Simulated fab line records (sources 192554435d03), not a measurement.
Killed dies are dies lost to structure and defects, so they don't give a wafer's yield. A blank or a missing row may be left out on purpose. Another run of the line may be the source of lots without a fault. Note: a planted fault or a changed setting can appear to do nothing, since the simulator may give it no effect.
fab line records    flow n5_finfet    part 1 of 2: steps 1 to 5 of 6
record: lots: 9  wafers: 25  last_day: 19
route steps=1938 shown DUMMY_GATE@240 SPACER0@259 SD_EPI_N@275 BEOL_M4@1111 PASSIVATION@1936
lots untouched by any fault: they come from a run of this same line in which no faults occurred
start_h: hours from the record's opening day to when the first of the lot's shown wafers began    wait_h: hours since the lot's step before    " the same as in the row above    L1.1+2: a single row standing in for several wafers    - value missing, or start not given    * or withheld: withheld    < > ~ a bound
route shown NAME@n: NAME is a module with steps in the file, n the number in the route of the first one    usual: mean/standard deviation of fault-free wafers    same: alike in all rows    chamber/n: place in a boat    sites: per-site readings    _std_site: the standard deviation of these    _edge_site: inner sites' mean taken away from outer sites' mean    radius_mm: how far each site lies from the wafer's centre    mask NAME#n: copy n    behind: the tool/chamber that last shaped the wafer    hold: cause of the lot's hold/its duration in hours/its outcome    device: whichever transistor did not switch (one of n, p or np)    end of line: tests of these same wafers at the route's end    a step given without rows: its recipe and nothing more    killed: not the wafer's yield, but the dies lost to structure and defects at the first sort    map: dies across one wafer; x = killed, . = not, _ = none there
set.NAME: the setting the step ran with; set.NAME@STEP: the setting that earlier step ran with    model.NAME: the simulator's own value behind a step, which no gauge read
the route's steps for a sample of lots (tables are steps, rows are wafers)
services: when a tool's chamber went out of use (start_h, in hours from the record's first day, below 0 if earlier), for how many hours, and the reason
== steps ==
step: N5_DUMMY_GATE_TRIM_49
recipe: chemistry: O2  resist: SOC  time_s: 29  target_cd_nm: 14  source_power_w: 300  bias_power_w: 0  O2_flow_sccm: 100  temp_c: 20
usual: drypump_motor_current_A: 5.8/0.36  oes_product_au: 1.003/0.016  throttle_valve_pct: 8.14/0.11
same: bias_power_w: 0
lot.wafer  tool       chamber  start_h  wait_h  drypump_motor_current_A  oes_product_au  rf_hours_counter_h  throttle_valve_pct
L203.1     rie_si-04  1        71.97    0.0     5.8                      1.022           72                  8.30
L203.3     "          3        "        "       5.7                      1.009           122                 8.15
L203.5     "          2        "        "       5.3                      0.982           -                   8.27
L205.2     rie_si-03  2        83.48    0.0     5.8                      1.014           54                  8.05
L205.4     "          3        "        "       5.8                      1.035           165                 8.20
L205.6     "          1        "        "       5.2                      0.997           -                   8.20
L207.4     rie_si-04  0        97.65    0.0     5.9                      1.004           6                   8.20
L207.6     "          2        "        "       5.3                      0.973           -                   8.25
L208.2     rie_si-03  2        107.38   0.0     5.8                      1.014           55                  8.05
L208.6     "          1        "        "       5.2                      1.004           -                   8.19
L213.3     rie_si-05  1        132.34   0.0     5.4                      0.979           4                   7.91
L213.5     "          3        "        "       6.4                      0.982           -                   8.10
L213.6     "          2        "        "       5.7                      1.001           -                   7.94
L218.3     rie_si-05  0        160.15   0.0     6.5                      1.008           149                 8.25
L218.5     "          1        "        "       5.5                      0.992           -                   7.94
L218.6     "          2        "        "       5.7                      0.996           -                   7.92
L219.2     rie_si-05  2        169.22   0.0     5.7                      0.992           28                  7.93
L219.3     "          1        "        "       5.5                      0.979           5                   7.92
L219.6     "          0        "        "       6.4                      0.994           -                   8.23
L220.1     rie_si-05  2        172.42   0.0     5.7                      1.004           28                  7.92
L220.2     "          0        "        "       6.5                      1.007           149                 8.23
L220.3     "          1        "        "       5.5                      0.991           5                   7.93
L221.1     rie_si-04  0        177.95   0.0     5.9                      0.997           7                   8.23
L221.2     "          1        "        "       5.7                      1.028           74                  8.30
L221.4     "          3        "        "       5.8                      1.017           125                 8.16
step: N5_DUMMY_GATE_STRIP_41
recipe: chemistry: O2  power_w: 400  temp_c: 40  pressure_mtorr: 30  rf_frequency_hz: 6e+07  bias_power_w: 0  overash_fraction: 0.3  o2_flow_sccm: 225
usual: drypump_motor_current_A: 5.6/0.44  o2_flow_sccm: 225.0/0.65  oes_product_au: 0.81/0.085  rf_vpp_V: 3.6/0.45  showerhead_plenum_p_Torr: 2.09/0.073  throttle_valve_pct: 16.71/0.23
same: bias_power_w: 0
lot.wafer  tool         chamber  start_h  wait_h  drypump_motor_current_A  o2_flow_sccm  oes_product_au  rf_hours_counter_h  rf_vpp_V  showerhead_plenum_p_Torr  throttle_valve_pct
L203.1     rie_diel-05  0        72.22    0.0     4.7                      225.0         0.74            159                 4.1       2.19                      16.88
L203.3     "            3        "        "       5.0                      225.6         0.94            8                   3.8       2.04                      16.35
L203.5     "            1        "        "       5.9                      224.4         0.95            -                   3.3       2.25                      16.82
L205.2     rie_diel-05  0        83.72    0.0     4.7                      225.5         0.74            163                 3.6       2.19                      16.87
L205.4     "            0        "        "       4.7                      226.1         0.74            -                   3.2       2.19                      16.89
L205.6     "            3        "        "       4.9                      225.2         0.93            -                   3.3       2.04                      16.37
L207.4     rie_diel-01  0        97.89    0.0     6.1                      223.9         0.71            231                 3.3       2.14                      17.03
L207.6     "            1        "        "       6.2                      225.5         0.74            -                   3.2       2.20                      16.72
L208.2     rie_diel-04  0        107.62   0.0     5.8                      225.4         0.73            195                 4.1       2.07                      16.81
L208.6     "            3        "        "       5.8                      225.2         0.73            -                   3.8       2.09                      17.07
L213.3     rie_diel-04  1        132.60   0.0     5.7                      225.5         0.88            43                  3.1       2.06                      16.66
L213.5     "            3        "        "       5.8                      224.1         0.72            -                   2.8       2.09                      17.07
L213.6     "            2        "        "       5.5                      224.2         0.78            -                   3.9       2.01                      16.43
L218.3     rie_diel-05  3        160.49   0.0     5.0                      225.3         0.88            35                  3.5       2.03                      16.39
L218.5     "            3        "        "       5.0                      224.2         0.88            -                   3.6       2.03                      16.42
L218.6     "            2        "        "       5.5                      225.7         0.78            -                   3.3       2.04                      16.82
L219.2     rie_diel-04  3        169.77   0.0     5.9                      226.5         0.71            218                 3.4       2.09                      17.11
L219.3     "            1        "        "       5.8                      225.1         0.86            54                  3.7       2.05                      16.71
L219.6     "            1        "        "       5.7                      224.6         0.86            -                   4.0       2.05                      16.71
L220.1     rie_diel-04  0        172.66   0.0     5.8                      226.6         0.70            216                 4.0       2.06                      16.88
L220.2     "            1        "        "       5.7                      225.3         0.87            55                  4.0       2.05                      16.70
L220.3     "            2        "        "       5.5                      225.4         0.78            128                 2.8       2.00                      16.45
L221.1     rie_diel-05  3        178.19   0.0     5.0                      225.0         0.87            40                  4.1       2.03                      16.43
L221.2     "            0        "        "       4.7                      226.1         0.71            192                 3.9       2.18                      16.95
L221.4     "            1        "        "       5.9                      225.6         0.89            49                  3.7       2.24                      16.87
step: N5_SPACER0_ALD_00
recipe: material: SiOCN  target_thk_a: 35  temp_c: 400  ald_precursor_family: alkyl-aminosilane  ald_co_reactant: O2/N2-plasma  pulse_time_s: 3  purge_time_s: 2  co_reactant_purge_time_s: 2  ald_cycles: 58  pressure_torr: 2
usual: ald_cycles: 58/0  heater_power_outer_w: 527/61  heater_power_w: 849/82  precursor_pulse_height_rel: 0.998/0.017
lot.wafer  tool        chamber  start_h  wait_h  ald_cycles  heater_power_outer_w  heater_power_w  precursor_pulse_height_rel
L203.1     ald_sin-04  2        73.10    0.1     58          586                   924             0.983
L203.3     "           0        "        "       58          511                   805             1.003
L203.5     "           0        "        "       58          512                   846             0.992
L205.2     ald_sin-04  3        84.64    0.1     28          441                   701             0.974
L205.4     "           1        "        "       58          653                   962             1.011
L205.6     "           2        "        "       28          580                   943             0.994
L207.4     ald_sin-04  2        99.40    0.1     58          547                   898             1.009
L207.6     "           0        "        "       28          501                   819             1.026
L208.2     ald_sin-04  3        108.65   0.1     28          474                   730             1.024
L208.6     "           3        "        "       28          461                   735             1.031
L213.3     ald_sin-01  1        133.58   0.1     58          599                   941             1.024
L213.5     "           0        "        "       58          498                   840             1.015
L213.6     "           1        "        "       58          615                   966             0.986
L218.3     ald_sin-04  2        161.43   0.1     58          543                   906             0.989
L218.5     "           0        "        "       58          495                   818             0.992
L218.6     "           3        "        "       58          464                   734             0.999
L219.2     ald_sin-01  2        170.91   0.1     58          552                   853             1.016
L219.3     "           1        "        "       58          612                   974             0.997
L219.6     "           3        "        "       58          482                   765             0.995
L220.1     ald_sin-04  2        173.53   0.1     58          560                   915             0.991
L220.2     "           1        "        "       58          627                   930             0.998
L220.3     "           3        "        "       58          470                   737             1.005
L221.1     ald_sin-04  2        179.06   0.1     58          556                   921             0.978
L221.2     "           3        "        "       58          472                   743             0.996
L221.4     "           1        "        "       58          640                   933             0.987
step: N5_SD_EPI_N_ETCH_35
recipe: chemistry: N2/H2  target: SOC  overetch_a: 1080  mask_material: SiARC  temp_c: 40  ion_energy_ev: 100  source_w: 3000  bias_w: 133  pressure_mtorr: 20  time_s: 486  n2_flow_sccm: 200  h2_flow_sccm: 200
usual: drypump_motor_current_A: 5.8/0.54  oes_product_au: 0.66/0.046  rf_vpp_V: 241.0/1.4  showerhead_plenum_p_Torr: 2.56/0.092  throttle_valve_pct: 23.8/0.36
lot.wafer  tool         chamber  start_h  wait_h  drypump_motor_current_A  oes_product_au  rf_hours_counter_h  rf_vpp_V  showerhead_plenum_p_Torr  throttle_valve_pct
L203.1     rie_diel-03  2        74.31    0.0     5.6                      0.68            138                 239.6     2.43                      23.7
L203.3     "            3        "        "       6.2                      0.64            191                 239.1     2.41                      23.5
L203.5     "            1        "        "       6.0                      0.72            -                   242.2     2.67                      24.5
L205.2     rie_diel-06  0        85.64    0.0     5.9                      0.68            158                 241.4     2.64                      24.0
L205.4     "            3        "        "       6.8                      0.65            191                 239.9     2.63                      23.8
L205.6     "            3        "        "       6.8                      0.65            -                   242.0     2.63                      23.8
L207.4     rie_diel-03  2        100.84   0.2     5.6                      0.68            -                   240.4     2.43                      23.7
L207.6     "            1        "        "       5.9                      0.72            -                   241.9     2.66                      24.5
L208.2     rie_diel-03  1        109.52   0.0     6.0                      0.71            130                 242.1     2.66                      24.5
L208.6     "            1        "        "       6.0                      0.72            -                   241.5     2.66                      24.5
L213.3     rie_diel-02  1        134.72   0.0     5.5                      0.66            194                 240.8     2.53                      24.2
L213.5     "            2        "        "       5.2                      0.63            -                   239.5     2.49                      23.7
L213.6     "            1        "        "       5.5                      0.65            -                   240.5     2.53                      24.2
L218.3     rie_diel-02  2        162.42   0.0     5.2                      0.62            237                 240.7     2.48                      23.7
L218.5     "            2        "        "       5.2                      0.61            -                   240.8     2.48                      23.7
L218.6     "            1        "        "       5.5                      0.64            -                   240.9     2.53                      24.2
L219.2     rie_diel-06  0        172.68   0.0     5.9                      0.66            185                 241.0     2.63                      24.0
L219.3     "            1        "        "       5.2                      0.63            193                 241.4     2.62                      23.5
L219.6     "            2        "        "       6.2                      0.62            -                   242.1     2.62                      24.1
L220.1     rie_diel-02  1        174.57   0.0     5.5                      0.65            208                 242.1     2.53                      24.2
L220.2     "            2        "        "       5.2                      0.62            241                 240.9     2.48                      23.7
L220.3     "            0        "        "       6.1                      0.84            13                  240.4     2.71                      23.1
L221.1     rie_diel-06  3        180.07   0.0     6.8                      0.63            221                 242.4     2.62                      23.8
L221.2     "            0        "        "       5.9                      0.66            187                 240.9     2.63                      24.1
L221.4     "            2        "        "       6.2                      0.62            219                 241.6     2.62                      24.1
step: N5_BEOL_M4_RC_MEAS_101
usual: DIBL_N: 36.3/1.6  DIBL_P: 36.4/2.1  IOFF_N: 0.16/0.032  IOFF_N_85C: 3.1/0.53  IOFF_N_LIN: 0.074/0.012  IOFF_N_LONG: 5.54e-05/2.5e-06  IOFF_P: 0.22/0.044  IOFF_P_85C: 3.7/0.62  IOFF_P_LIN: 0.102/0.016  ION_N: 675/12  ION_P: 463/8.3  REXT_N: 75.2/1.4  REXT_P: 99.9/2.6  SS_N: 71.6/0.64  SS_P: 73.3/0.67  VT_N: 250/3.3  VT_N_LVT: 99/3.1  VT_P: -250/3.7  VT_P_LVT: -99/3.1
lot.wafer  tool       chamber  start_h  wait_h  DIBL_N[mV/V]  DIBL_P[mV/V]  IOFF_N[nA/um]  IOFF_N_85C[nA/um]  IOFF_N_LIN[nA/um]  IOFF_N_LONG[nA/um]  IOFF_P[nA/um]  IOFF_P_85C[nA/um]  IOFF_P_LIN[nA/um]  ION_N[uA/um]  ION_P[uA/um]  REXT_N[ohm.um]  REXT_P[ohm.um]  SS_N[mV/dec]  SS_P[mV/dec]  VT_N[mV]  VT_N_LVT[mV]  VT_P[mV]  VT_P_LVT[mV]
L203.1     prober-01  0        218.98   0.0     36.7          36.5          0.17           3.2                0.078              5.42e-05            0.22           3.8                0.103              675           470           74.8            98.2            71.0          73.9          248       97            -249      -99
L203.3     "          0        "        "       36.5          36.4          0.16           3.2                0.072              5.48e-05            0.20           3.4                0.094              664           455           75.1            99.9            71.4          72.9          251       100           -251      -101
L203.5     "          0        "        "       37.5          37.5          0.18           3.4                0.080              5.53e-05            0.22           3.8                0.102              682           469           75.0            97.6            72.1          74.1          248       97            -248      -99
L205.2     prober-01  0        231.91   0.2     48.5          47.7          0.56           9.1                0.206              6.13e-05            0.79           10.5               0.286              758           523           63.5            83.8            73.9          75.5          229       80            -228      -76
L205.4     "          0        "        "       35.7          36.0          0.15           3.0                0.071              5.44e-05            0.21           3.6                0.099              668           457           76.1            100.8           71.8          72.9          251       101           -248      -99
L205.6     "          0        "        "       48.4          45.8          0.49           8.1                0.174              6.22e-05            0.64           9.1                0.247              741           508           63.2            84.4            74.5          75.5          233       82            -227      -79
L207.4     prober-01  0        255.17   0.5     38.2          39.1          0.18           3.6                0.084              5.43e-05            0.32           5.1                0.141              683           477           76.2            103.2           71.7          73.5          249       100           -244      -92
L207.6     "          0        "        "       51.9          49.3          0.70           11.0               0.228              6.46e-05            1.09           14.3               0.391              768           543           62.8            85.8            75.3          75.8          227       79            -217      -70
L208.2     prober-02  0        257.16   0.2     51.8          50.1          0.79           12.1               0.263              6.44e-05            0.81           11.5               0.302              778           528           61.3            85.5            74.4          76.1          226       72            -227      -74
L208.6     "          0        "        "       50.7          48.9          0.66           10.3               0.222              6.36e-05            0.72           10.3               0.273              753           513           61.7            85.0            74.0          75.1          229       75            -228      -75
L213.3     prober-02  0        300.57   0.3     35.9          34.6          0.14           2.8                0.066              5.38e-05            0.19           3.3                0.094              661           454           75.8            104.8           72.3          73.2          251       103           -250      -100
L213.5     "          0        "        "       38.0          38.2          0.19           3.5                0.084              5.39e-05            0.24           4.1                0.112              675           463           76.3            103.7           71.3          73.5          246       96            -249      -97
L213.6     "          0        "        "       36.0          35.5          0.15           2.9                0.070              5.37e-05            0.20           3.5                0.098              661           457           75.9            103.8           71.9          73.4          251       100           -250      -100
L218.3     prober-02  0        317.36   0.3     34.3          32.5          0.10           2.1                0.048              5.09e-05            0.13           2.3                0.067              642           435           77.3            97.8            70.7          72.8          257       103           -258      -106
L218.5     "          0        "        "       34.8          33.8          0.12           2.4                0.058              5.21e-05            0.14           2.6                0.073              676           460           76.7            97.7            71.0          73.8          253       98            -256      -102
L218.6     "          0        "        "       33.7          31.3          0.09           1.9                0.046              5.14e-05            0.12           2.2                0.064              651           442           76.5            98.1            70.2          71.9          258       103           -259      -106
L219.2     prober-01  0        321.76   0.2     34.4          34.3          0.15           3.0                0.071              5.99e-05            0.21           3.6                0.102              678           465           75.0            101.5           71.0          72.0          246       97            -247      -96
L219.3     "          0        "        "       35.5          36.6          0.17           3.3                0.080              6e-05               0.25           4.2                0.115              699           479           75.9            100.8           72.3          73.0          247       97            -246      -95
L219.6     "          0        "        "       38.4          40.4          0.24           4.4                0.103              5.83e-05            0.32           5.2                0.137              690           468           75.9            101.3           72.9          74.0          243       92            -243      -92
L220.1     prober-02  0        350.85   0.0     35.6          35.1          0.12           2.5                0.058              5.1e-05             0.18           3.3                0.090              648           450           76.4            96.9            71.4          73.4          255       105           -253      -102
L220.2     "          0        "        "       34.9          34.2          0.12           2.4                0.059              5.19e-05            0.17           3.0                0.084              672           464           75.7            97.4            70.7          73.2          254       102           -251      -103
L220.3     "          0        "        "       36.8          35.7          0.14           2.7                0.063              5.29e-05            0.19           3.3                0.091              667           461           76.1            96.4            70.9          72.4          252       102           -253      -102
L221.1     prober-02  0        354.48   0.0     35.4          36.1          0.13           2.6                0.061              5.31e-05            0.16           3.0                0.082              665           456           73.6            99.2            71.8          72.6          254       103           -253      -103
L221.2     "          0        "        "       34.7          35.6          0.13           2.6                0.062              5.3e-05             0.16           3.0                0.083              662           456           74.1            99.6            71.1          73.2          252       100           -256      -101
L221.4     "          0        "        "       40.7          41.8          0.24           4.4                0.104              5.42e-05            0.26           4.3                0.112              697           463           73.1            100.0           73.0          74.2          245       92            -247      -97
== key ==
first_sign: step: N5_SPACER0_ALD_00  reading: ald_cycles  direction: down  sigmas: 99+  usual: *  struck: *
effect: step: N5_BEOL_M4_RC_MEAS_101  reading: IOFF_N  direction: up  sigmas: 15  usual: 0.16  struck: 0.64
effect: step: N5_BEOL_M4_RC_MEAS_101  reading: IOFF_P  direction: up  sigmas: 13  usual: 0.22  struck: 0.81
effect: step: N5_BEOL_M4_RC_MEAS_101  reading: IOFF_N_85C  direction: up  sigmas: 13  usual: 3.1  struck: 10.1
effect: step: N5_BEOL_M4_RC_MEAS_101  reading: IOFF_P_LIN  direction: up  sigmas: 12  usual: 0.102  struck: 0.300
effect: step: N5_BEOL_M4_RC_MEAS_101  reading: IOFF_P_85C  direction: up  sigmas: 12  usual: 3.7  struck: 11.1
effect: step: N5_BEOL_M4_RC_MEAS_101  reading: IOFF_N_LIN  direction: up  sigmas: 12  usual: 0.074  struck: 0.218
effect: step: N5_BEOL_M4_RC_MEAS_101  reading: REXT_N  direction: down  sigmas: 9.2  usual: 75.2  struck: 62.5
effect: step: N5_BEOL_M4_RC_MEAS_101  reading: DIBL_N  direction: up  sigmas: 8.6  usual: 36.3  struck: 50.3
effect: step: N5_BEOL_M4_RC_MEAS_101  reading: VT_P_LVT  direction: up  sigmas: 7.7  usual: -99  struck: -75
effect: step: N5_BEOL_M4_RC_MEAS_101  reading: ION_P  direction: up  sigmas: 7.3  usual: 463  struck: 523
effect: step: N5_BEOL_M4_RC_MEAS_101  reading: ION_N  direction: up  sigmas: 7.1  usual: 675  struck: 759
effect: step: N5_BEOL_M4_RC_MEAS_101  reading: VT_N_LVT  direction: down  sigmas: 6.8  usual: 99  struck: 77
effect: step: N5_PASSIVATION_PROBE_49  reading: sort_bin_4_leakage  direction: up  sigmas: 99+  usual: 0  struck: 85.10
met_at N5_SPACER0_ALD_00
struck_lots L205,L207,L208
struck_wafers L205.2,L205.6,L207.6,L208.2,L208.6
not_acting_at N5_DUMMY_GATE_TRIM_49,N5_DUMMY_GATE_STRIP_41,N5_SD_EPI_N_ETCH_35
onset_between 73.10 84.64
fault: kind: process_parameter_drift  tool: ald_sin-04  chamber: -  onset_h: 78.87  steps: N5_SPACER0_ALD_00  channel: ald_cycles  offset: *  shape: step  end_h: 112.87  scope: struck_wafers_only  acts_in: *  stated: *
